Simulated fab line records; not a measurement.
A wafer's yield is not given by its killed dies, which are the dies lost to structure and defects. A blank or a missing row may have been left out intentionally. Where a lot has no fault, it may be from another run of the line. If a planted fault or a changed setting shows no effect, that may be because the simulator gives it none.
fab line records | flow nand_harc | part 1 of 2: steps 1 to 15 of 25
record: lots: 5 wafers: 15 last_day: 34
route steps=1302 shown A_STAIRCASE@699
lots with no fault: from the same line, run without faults
start_h: start of the lot's first displayed wafer, in hours after the record's first day | wait_h: time in hours since the lot's previous step | " same as the row above | L1.1+2: several wafers, shown together as one row | - no value, or no start given | * or withheld: withheld | < > ~ a bound
route shown NAME@n: NAME is a module with steps in the file, n the number in the route of the first one | usual: mean and standard deviation over wafers with no fault | same: alike in all rows | chamber/n: place in a boat | sites: per-site readings | _std_site: standard deviation of those values | _edge_site: inner sites' mean taken away from outer sites' mean | radius_mm: how far each site lies from the wafer's centre | mask NAME#n: copy n | behind: the last tool/chamber to shape the wafer | hold: why the lot was held/for how many hours/how that ended | device: transistor that didn't switch, given as n, p or np | end of line: tests of these same wafers at the route's end | a step without rows: its recipe alone | killed: not the wafer's yield, but the dies lost to structure and defects at the first sort | map: a wafer's dies, x killed, . not, _ none there
set.NAME: the setting the step ran with; set.NAME@STEP: the setting that earlier step ran with | model.NAME: the simulator's own value behind a step, which no gauge read
lots seen at some steps along the route; tables by step, rows by wafer
services: the hour from which a tool's chamber was out of use, counted from the record's first day as start_h (under 0 if before that day), plus the number of hours and why
== steps ==
step: NHARC_A_STAIRCASE_HARDBAKE_185
recipe: temp_c: 120 time_s: 140
usual: chill_plate_temp_C: 23.00/0.1 exhaust_pa: 45.1/0.9
columns lot.wafer tool chamber start_h wait_h chill_plate_temp_C exhaust_pa
L077.1 litho_track-02 0 385.54 - 23.16 44.2
L077.2 " 0 " " 23.14 44.4
L077.5 " 0 " " 23.20 43.0
L081.1 litho_track-02 0 433.76 - 22.98 44.9
L081.3 " 0 " " 22.88 47.1
L081.4 " 0 " " 23.01 46.1
L087.1 litho_track-05 0 493.48 - 22.97 45.6
L087.3 " 0 " " 22.88 46.4
L087.6 " 0 " " 22.99 45.7
L094.1 litho_track-02 0 551.58 - 23.05 47.1
L094.2 " 0 " " 22.87 45.9
L094.3 " 0 " " 23.09 47.8
L095.3 litho_track-05 0 574.40 - 22.83 44.3
L095.4 " 0 " " 22.73 45.3
L095.6 " 0 " " 22.77 44.5
step: NHARC_A_STAIRCASE_DESCUM_186
recipe: time_s: 3 o2_flow_sccm: 200 ar_flow_sccm: 0 bias_power_w: 0 chemistry: O2
usual: drypump_motor_current_A: 5.7/0.58 oes_product_au: 1.001/0.0067 rf_vpp_V: 57.7/0.96 showerhead_plenum_p_Torr: 1.89/0.085 throttle_valve_pct: 11.311/0.0096
columns lot.wafer tool chamber start_h wait_h drypump_motor_current_A oes_product_au rf_hours_counter_h rf_vpp_V showerhead_plenum_p_Torr throttle_valve_pct
L077.1 rie_diel-04 2 385.64 - 5.7 1.006 6 56.8 1.87 11.308
L077.2 " 3 " " 6.2 0.999 8 57.0 1.96 11.319
L077.5 " 2 " " 5.8 1.003 - 57.6 1.87 11.314
L081.4 rie_diel-04 1 433.87 - 4.9 1.008 19 55.5 1.79 11.316
L081.3 " 2 " " 5.8 1.012 19 56.0 1.86 11.320
L081.1 " 3 " " 6.2 0.998 23 58.9 1.95 11.305
L087.3 rie_diel-07 1 493.58 - 5.7 1.007 1 58.7 1.86 11.309
L087.1 " 3 " " 6.1 0.990 2 57.8 1.83 11.314
L087.6 " 2 " " 5.9 0.989 - 57.4 1.88 11.321
L094.3 rie_diel-04 1 551.67 - 4.9 1.009 2 55.6 1.78 11.326
L094.2 " 3 " " 6.2 1.001 2 58.0 1.94 11.315
L094.1 " 0 " " 4.6 1.018 2 57.8 2.04 11.310
L095.3 rie_diel-10 2 574.59 - 6.0 0.996 48 57.4 1.78 11.319
L095.4 " 3 " " 5.6 1.000 - 57.3 1.83 11.308
L095.6 " 0 " " 6.3 1.007 - 56.0 1.90 11.302
step: NHARC_A_STAIRCASE_TRIM_187
recipe: time_s: 211.2 o2_flow_sccm: 500 ar_flow_sccm: 0 bias_w: 0 chemistry: O2
usual: drypump_motor_current_A: 5.7/0.59 oes_product_au: 1.000/0.0074 rf_vpp_V: 57.6/0.85 showerhead_plenum_p_Torr: 3.50/0.15 throttle_valve_pct: 17.036/0.0085
columns lot.wafer tool chamber start_h wait_h drypump_motor_current_A oes_product_au rf_hours_counter_h rf_vpp_V showerhead_plenum_p_Torr throttle_valve_pct
L077.1 rie_diel-04 3 385.73 0.1 6.2 0.998 8 58.0 3.60 17.038
L077.2 " 2 " " 5.8 1.008 6 58.0 3.45 17.032
L077.5 " 3 " " 6.2 0.995 - 57.5 3.60 17.036
L081.3 rie_diel-04 2 433.96 0.1 5.8 1.007 19 57.4 3.44 17.030
L081.4 " 3 " " 6.2 0.990 23 58.4 3.59 17.020
L081.1 " 0 " " 4.7 0.993 23 57.2 3.76 17.029
L087.1 rie_diel-07 3 493.66 0.1 6.1 1.005 2 57.2 3.39 17.050
L087.3 " 2 " " 5.9 1.005 2 56.5 3.48 17.030
L087.6 " 3 " " 6.1 1.003 - 56.9 3.39 17.025
L094.1 rie_diel-04 2 551.76 0.1 5.8 1.013 2 57.1 3.42 17.030
L094.3 " 3 " " 6.2 1.007 2 58.5 3.57 17.033
L094.2 " 1 " " 4.9 0.996 2 58.0 3.29 17.047
L095.3 rie_diel-10 2 575.01 0.4 6.0 1.006 48 56.6 3.30 17.036
L095.6 " 2 " " 6.0 1.008 - 55.4 3.30 17.038
L095.4 " 3 " " 5.6 1.002 - 57.0 3.38 17.047
step: NHARC_A_STAIRCASE_ETCH_188
recipe: target_depth_a: 1000 time_s: 40.5 ion_energy_ev: 400 c4f8_flow_sccm: 20 o2_flow_sccm: 10 ar_flow_sccm: withheld rf_w: 600 bias_w: 1000 chemistry: C4F8/O2
usual: oes_product_au: 0.941/0.013 rf_vpp_V: 894/5.5
columns lot.wafer tool chamber start_h wait_h oes_product_au rf_hours_counter_h rf_vpp_V
L077.2 rie_diel-04 1 - - 0.941 7 887
L077.1 " 2 " " 0.937 6 893
L077.5 " 1 " " 0.941 - 889
L081.3 rie_diel-04 2 - - 0.945 19 893
L081.4 " 3 " " 0.957 23 898
L081.1 " 0 " " 0.939 23 904
L087.1 rie_diel-07 3 - - 0.956 2 891
L087.3 " 1 " " 0.956 1 891
L087.6 " 3 " " 0.952 - 890
L094.3 rie_diel-04 1 - - 0.955 2 888
L094.2 " 2 " " 0.952 2 893
L094.1 " 3 " " 0.946 3 898
L095.3 rie_diel-10 0 - - 0.923 48 896
L095.4 " 3 " " 0.921 - 890
L095.6 " 2 " " 0.923 - 888
step: NHARC_A_STAIRCASE_TRIM_189
recipe: time_s: 211.2 o2_flow_sccm: 500 ar_flow_sccm: 0 bias_w: 0 chemistry: O2
usual: drypump_motor_current_A: 5.7/0.58 oes_product_au: 1.000/0.0069 rf_vpp_V: 57.8/0.96 showerhead_plenum_p_Torr: 3.49/0.15 throttle_valve_pct: 17.037/0.0094
columns lot.wafer tool chamber start_h wait_h drypump_motor_current_A oes_product_au rf_hours_counter_h rf_vpp_V showerhead_plenum_p_Torr throttle_valve_pct
L077.1 rie_diel-04 0 - - 4.7 0.998 9 57.7 3.77 17.025
L077.2 " 3 " " 6.2 0.991 8 58.5 3.60 17.027
L077.5 " 0 " " 4.7 0.993 - 60.3 3.77 17.031
L081.4 rie_diel-04 3 - - 6.2 1.005 23 57.9 3.59 17.043
L081.3 " 1 " " 4.9 1.003 19 56.4 3.31 17.039
L081.1 " 2 " " 5.8 1.000 20 57.0 3.44 17.033
L087.3 rie_diel-07 2 - - 5.9 0.996 2 57.9 3.48 17.030
L087.1 " 3 " " 6.1 0.990 2 57.7 3.39 17.022
L087.6 " 1 " " 5.7 0.996 - 56.9 3.44 17.040
L094.3 rie_diel-04 3 - - 6.2 1.004 3 58.3 3.57 17.042
L094.1 " 0 " " 4.6 1.008 3 58.7 3.74 17.044
L094.2 " 2 " " 5.8 1.001 2 57.1 3.42 17.017
L095.3 rie_diel-10 2 - - 5.9 0.999 48 55.8 3.30 17.035
L095.6 " 0 " " 6.3 1.007 - 57.8 3.51 17.038
L095.4 " 3 " " 5.6 1.003 - 57.7 3.38 17.024
step: NHARC_A_STAIRCASE_ETCH_190
recipe: target_depth_a: 1000 time_s: 40.5 ion_energy_ev: 400 c4f8_flow_sccm: 20 o2_flow_sccm: 10 ar_flow_sccm: withheld rf_w: 600 bias_w: 1000 chemistry: C4F8/O2
usual: oes_product_au: 0.943/0.015 rf_vpp_V: 894/5.2
columns lot.wafer tool chamber start_h wait_h oes_product_au rf_hours_counter_h rf_vpp_V
L077.1 rie_diel-04 2 - - 0.954 6 891
L077.2 " 0 " " 0.933 9 904
L077.5 " 3 " " 0.935 - 897
L081.1 rie_diel-04 0 - - 0.941 23 904
L081.4 " 1 " " 0.937 19 890
L081.3 " 2 " " 0.953 20 895
L087.1 rie_diel-07 1 - - 0.938 1 893
L087.3 " 0 " " 0.954 1 903
L087.6 " 2 " " 0.931 - 894
L094.3 rie_diel-04 0 - - 0.960 3 902
L094.1 " 1 " " 0.954 2 888
L094.2 " 2 " " 0.953 2 892
L095.3 rie_diel-10 3 - - 0.927 44 890
L095.4 " 0 " " 0.945 - 895
L095.6 " 2 " " 0.935 - 888
step: NHARC_A_STAIRCASE_TRIM_191
recipe: time_s: 211.2 o2_flow_sccm: 500 ar_flow_sccm: 0 bias_w: 0 chemistry: O2
usual: drypump_motor_current_A: 5.7/0.56 oes_product_au: 1.002/0.007 rf_vpp_V: 57.6/1 showerhead_plenum_p_Torr: 3.49/0.14 throttle_valve_pct: 17.036/0.0091
columns lot.wafer tool chamber start_h wait_h drypump_motor_current_A oes_product_au rf_hours_counter_h rf_vpp_V showerhead_plenum_p_Torr throttle_valve_pct
L077.1 rie_diel-04 0 - - 4.6 0.991 9 57.8 3.77 17.041
L077.2 " 1 " " 5.0 1.005 7 57.3 3.32 17.042
L077.5 " 2 " " 5.8 1.010 - 57.0 3.45 17.033
L081.1 rie_diel-04 3 - - 6.2 0.993 24 56.5 3.59 17.054
L081.3 " 1 " " 4.9 0.999 19 57.4 3.31 17.029
L081.4 " 2 " " 5.8 0.993 20 56.9 3.45 17.049
L087.3 rie_diel-07 1 - - 5.7 0.995 1 57.9 3.44 17.045
L087.1 " 0 " " 6.5 0.997 1 57.4 3.71 17.024
L087.6 " 1 " " 5.7 1.008 - 57.0 3.44 17.025
L094.2 rie_diel-04 2 - - 5.8 1.007 2 57.4 3.42 17.027
L094.1 " 3 " " 6.2 1.002 3 56.7 3.57 17.041
L094.3 " 0 " " 4.7 1.017 3 58.6 3.74 17.034
L095.3 rie_diel-10 3 - - 5.6 1.002 44 58.2 3.38 17.034
L095.6 " 3 " " 5.6 1.012 - 57.9 3.38 17.030
L095.4 " 0 " " 6.3 1.003 - 57.1 3.51 17.033
step: NHARC_A_STAIRCASE_ETCH_192
recipe: target_depth_a: 1000 time_s: 40.5 ion_energy_ev: 400 c4f8_flow_sccm: 20 o2_flow_sccm: 10 ar_flow_sccm: withheld rf_w: 600 bias_w: 1000 chemistry: C4F8/O2
usual: oes_product_au: 0.943/0.009 rf_vpp_V: 895/5.5
columns lot.wafer tool chamber start_h wait_h oes_product_au rf_hours_counter_h rf_vpp_V
L077.1 rie_diel-04 0 - - 0.942 9 904
L077.2 " 1 " " 0.952 7 887
L077.5 " 3 " " 0.942 - 898
L081.4 rie_diel-04 0 - - 0.951 23 905
L081.1 " 2 " " 0.959 20 893
L081.3 " 3 " " 0.942 24 898
L087.1 rie_diel-07 0 - - 0.947 1 903
L087.3 " 2 " " 0.937 2 894
L087.6 " 3 " " 0.956 - 892
L094.2 rie_diel-04 2 - - 0.925 2 892
L094.1 " 3 " " 0.945 3 897
L094.3 " 1 " " 0.971 2 886
L095.3 rie_diel-10 3 - - 0.932 44 891
L095.6 " 0 " " 0.945 - 895
L095.4 " 2 " " 0.941 - 887
step: NHARC_A_STAIRCASE_TRIM_193
recipe: time_s: 211.2 o2_flow_sccm: 500 ar_flow_sccm: 0 bias_w: 0 chemistry: O2
usual: drypump_motor_current_A: 5.7/0.58 oes_product_au: 1.001/0.0064 rf_vpp_V: 57.6/0.84 showerhead_plenum_p_Torr: 3.50/0.15 throttle_valve_pct: 17.036/0.0094
columns lot.wafer tool chamber start_h wait_h drypump_motor_current_A oes_product_au rf_hours_counter_h rf_vpp_V showerhead_plenum_p_Torr throttle_valve_pct
L077.2 rie_diel-04 2 - - 5.8 1.006 6 56.3 3.45 17.031
L077.1 " 3 " " 6.1 1.004 8 58.0 3.60 17.038
L077.5 " 3 " " 6.2 0.995 - 58.1 3.60 17.037
L081.1 rie_diel-04 2 - - 5.8 0.988 20 57.0 3.44 17.039
L081.4 " 0 " " 4.7 0.994 24 57.4 3.76 17.050
L081.3 " 1 " " 5.0 1.000 19 56.6 3.31 17.036
L087.3 rie_diel-07 0 - - 6.5 1.003 1 58.8 3.71 17.015
L087.1 " 3 " " 6.1 0.999 2 58.5 3.39 17.025
L087.6 " 1 " " 5.7 0.998 - 55.7 3.44 17.040
L094.1 rie_diel-04 0 - - 4.6 1.003 3 57.4 3.74 17.031
L094.3 " 1 " " 4.9 0.990 2 55.8 3.29 17.034
L094.2 " 3 " " 6.2 0.989 3 56.9 3.57 17.049
L095.3 rie_diel-10 3 - - 5.6 1.014 44 56.8 3.38 17.036
L095.6 " 3 " " 5.6 1.003 - 56.9 3.38 17.035
L095.4 " 0 " " 6.3 0.999 - 57.8 3.50 17.029
step: NHARC_A_STAIRCASE_ETCH_194
recipe: target_depth_a: 1000 time_s: 40.5 ion_energy_ev: 400 c4f8_flow_sccm: 20 o2_flow_sccm: 10 ar_flow_sccm: withheld rf_w: 600 bias_w: 1000 chemistry: C4F8/O2
usual: oes_product_au: 0.943/0.0089 rf_vpp_V: 894/5.4
columns lot.wafer tool chamber start_h wait_h oes_product_au rf_hours_counter_h rf_vpp_V
L077.2 rie_diel-04 1 - - 0.943 7 887
L077.1 " 2 " " 0.928 6 892
L077.5 " 1 " " 0.934 - 889
L081.4 rie_diel-04 3 - - 0.931 24 898
L081.3 " 1 " " 0.952 20 889
L081.1 " 2 " " 0.944 20 893
L087.3 rie_diel-07 2 - - 0.938 2 894
L087.1 " 0 " " 0.944 2 902
L087.6 " 3 " " 0.948 - 892
L094.3 rie_diel-04 0 - - 0.964 3 904
L094.2 " 1 " " 0.960 2 888
L094.1 " 3 " " 0.961 3 898
L095.3 rie_diel-10 2 - - 0.952 49 887
L095.4 " 2 " " 0.959 - 887
L095.6 " 0 " " 0.959 - 895
step: NHARC_A_STAIRCASE_TRIM_196
recipe: time_s: 211.2 o2_flow_sccm: 500 ar_flow_sccm: 0 bias_w: 0 chemistry: O2
usual: drypump_motor_current_A: 5.6/0.57 oes_product_au: 1.000/0.0073 rf_vpp_V: 57.7/0.84 showerhead_plenum_p_Torr: 3.48/0.14 throttle_valve_pct: 17.035/0.0088
columns lot.wafer tool chamber start_h wait_h drypump_motor_current_A oes_product_au rf_hours_counter_h rf_vpp_V showerhead_plenum_p_Torr throttle_valve_pct
L077.1 rie_diel-04 3 387.00 0.1 6.2 1.006 8 58.8 3.60 17.042
L077.2 " 0 " " 4.6 0.994 9 57.2 3.77 17.042
L077.5 " 0 " " 4.6 1.002 - 57.3 3.77 17.041
L081.1 rie_diel-10 1 434.97 0.1 5.2 1.001 1 58.9 3.41 17.030
L081.3 " 3 " " 5.6 0.989 1 57.7 3.40 17.039
L081.4 " 0 " " 6.3 1.010 1 58.5 3.53 17.030
L087.1 rie_diel-07 2 494.72 0.1 5.9 0.981 2 58.1 3.48 17.030
L087.3 " 3 " " 6.1 0.993 2 57.9 3.39 17.043
L087.6 " 2 " " 5.9 0.993 - 57.2 3.48 17.034
L094.3 rie_diel-04 3 552.78 0.1 6.2 1.006 3 57.8 3.57 17.026
L094.2 " 1 " " 5.0 1.010 2 56.3 3.29 17.028
L094.1 " 2 " " 5.8 0.995 2 57.3 3.42 17.036
L095.3 rie_diel-10 2 577.42 0.1 5.9 1.015 49 56.7 3.30 17.032
L095.4 " 2 " " 5.9 1.007 - 57.7 3.30 17.036
L095.6 " 3 " " 5.6 0.997 - 59.2 3.38 17.033
step: NHARC_A_STAIRCASE_ETCH_197
recipe: target_depth_a: 1000 time_s: 40.5 ion_energy_ev: 400 c4f8_flow_sccm: 20 o2_flow_sccm: 10 ar_flow_sccm: withheld rf_w: 600 bias_w: 1000 chemistry: C4F8/O2
usual: oes_product_au: 0.947/0.013 rf_vpp_V: 894/5.3
columns lot.wafer tool chamber start_h wait_h oes_product_au rf_hours_counter_h rf_vpp_V
L077.2 rie_diel-04 2 - - 0.952 6 894
L077.1 " 3 " " 0.938 8 899
L077.5 " 2 " " 0.953 - 893
L081.3 rie_diel-10 0 - - 0.970 1 895
L081.4 " 1 " " 0.954 1 891
L081.1 " 2 " " 0.955 1 887
L087.1 rie_diel-07 1 - - 0.941 2 892
L087.3 " 2 " " 0.940 2 894
L087.6 " 1 " " 0.932 - 892
L094.2 rie_diel-04 2 - - 0.960 2 892
L094.1 " 3 " " 0.939 3 898
L094.3 " 0 " " 0.949 3 904
L095.3 rie_diel-10 0 - - 0.949 49 897
L095.6 " 0 " " 0.943 - 895
L095.4 " 3 " " 0.944 - 889
step: NHARC_A_STAIRCASE_TRIM_198
recipe: time_s: 211.2 o2_flow_sccm: 500 ar_flow_sccm: 0 bias_w: 0 chemistry: O2
usual: drypump_motor_current_A: 5.7/0.55 oes_product_au: 1.001/0.0074 rf_vpp_V: 57.6/0.92 showerhead_plenum_p_Torr: 3.48/0.14 throttle_valve_pct: 17.038/0.0097
columns lot.wafer tool chamber start_h wait_h drypump_motor_current_A oes_product_au rf_hours_counter_h rf_vpp_V showerhead_plenum_p_Torr throttle_valve_pct
L077.1 rie_diel-04 1 - - 4.9 1.005 7 57.9 3.32 17.020
L077.2 " 2 " " 5.8 1.002 6 57.7 3.45 17.030
L077.5 " 0 " " 4.6 1.002 - 57.1 3.77 17.041
L081.3 rie_diel-10 1 - - 5.2 0.997 1 58.0 3.41 17.031
L081.4 " 3 " " 5.6 1.002 1 59.5 3.40 17.028
L081.1 " 0 " " 6.3 1.011 1 57.9 3.53 17.035
L087.3 rie_diel-07 1 - - 5.7 0.996 2 56.8 3.44 17.021
L087.1 " 0 " " 6.5 0.999 2 59.6 3.71 17.050
L087.6 " 1 " " 5.7 0.998 - 57.5 3.44 17.050
L094.3 rie_diel-04 3 - - 6.2 0.994 3 57.6 3.57 17.032
L094.1 " 0 " " 4.6 1.009 3 59.2 3.74 17.028
L094.2 " 1 " " 5.0 1.004 2 56.7 3.29 17.025
L095.3 rie_diel-10 0 - - 6.3 1.001 49 57.4 3.50 17.025
L095.4 " 3 " " 5.5 1.003 - 57.1 3.38 17.037
L095.6 " 2 " " 5.9 1.001 - 58.1 3.30 17.013
step: NHARC_A_STAIRCASE_ETCH_199
recipe: target_depth_a: 1000 time_s: 40.5 ion_energy_ev: 400 c4f8_flow_sccm: 20 o2_flow_sccm: 10 ar_flow_sccm: withheld rf_w: 600 bias_w: 1000 chemistry: C4F8/O2
usual: oes_product_au: 0.947/0.01 rf_vpp_V: 894/5
columns lot.wafer tool chamber start_h wait_h oes_product_au rf_hours_counter_h rf_vpp_V
L077.2 rie_diel-04 2 - - 0.959 6 893
L077.1 " 0 " " 0.936 10 905
L077.5 " 1 " " 0.959 - 888
L081.3 rie_diel-10 0 - - 0.976 1 897
L081.4 " 1 " " 0.942 1 892
L081.1 " 2 " " 0.947 1 890
L087.3 rie_diel-07 1 - - 0.947 2 893
L087.1 " 2 " " 0.930 2 894
L087.6 " 1 " " 0.936 - 893
L094.1 rie_diel-04 0 - - 0.956 3 902
L094.2 " 1 " " 0.971 3 887
L094.3 " 2 " " 0.953 3 893
L095.3 rie_diel-10 3 - - 0.948 44 890
L095.4 " 0 " " 0.955 - 895
L095.6 " 3 " " 0.944 - 891
step: NHARC_A_STAIRCASE_TRIM_200
recipe: time_s: 211.2 o2_flow_sccm: 500 ar_flow_sccm: 0 bias_w: 0 chemistry: O2
usual: drypump_motor_current_A: 5.7/0.56 oes_product_au: 1.000/0.0063 rf_vpp_V: 57.8/0.9 showerhead_plenum_p_Torr: 3.48/0.14 throttle_valve_pct: 17.036/0.0087
columns lot.wafer tool chamber start_h wait_h drypump_motor_current_A oes_product_au rf_hours_counter_h rf_vpp_V showerhead_plenum_p_Torr throttle_valve_pct
L077.2 rie_diel-04 2 - - 5.7 0.999 6 58.2 3.45 17.044
L077.1 " 1 " " 4.9 0.992 8 58.8 3.32 17.039
L077.5 " 3 " " 6.2 0.991 - 57.7 3.60 17.027
L081.4 rie_diel-10 2 - - 6.0 1.002 1 57.6 3.33 17.051
L081.1 " 0 " " 6.2 1.003 1 57.4 3.53 17.039
L081.3 " 1 " " 5.2 1.000 1 57.2 3.41 17.019
L087.3 rie_diel-07 0 - - 6.5 0.998 2 58.9 3.71 17.030
L087.1 " 2 " " 5.9 0.990 3 58.0 3.48 17.034
L087.6 " 3 " " 6.2 0.997 - 56.6 3.39 17.051
L094.3 rie_diel-04 1 - - 4.9 1.008 3 57.3 3.29 17.042
L094.1 " 3 " " 6.2 0.997 3 57.7 3.57 17.046
L094.2 " 0 " " 4.6 1.010 3 58.1 3.74 17.045
L095.3 rie_diel-10 3 - - 5.6 0.988 44 55.4 3.38 17.033
L095.6 " 2 " " 6.0 1.001 - 57.2 3.30 17.034
L095.4 " 3 " " 5.6 0.996 - 57.8 3.38 17.042
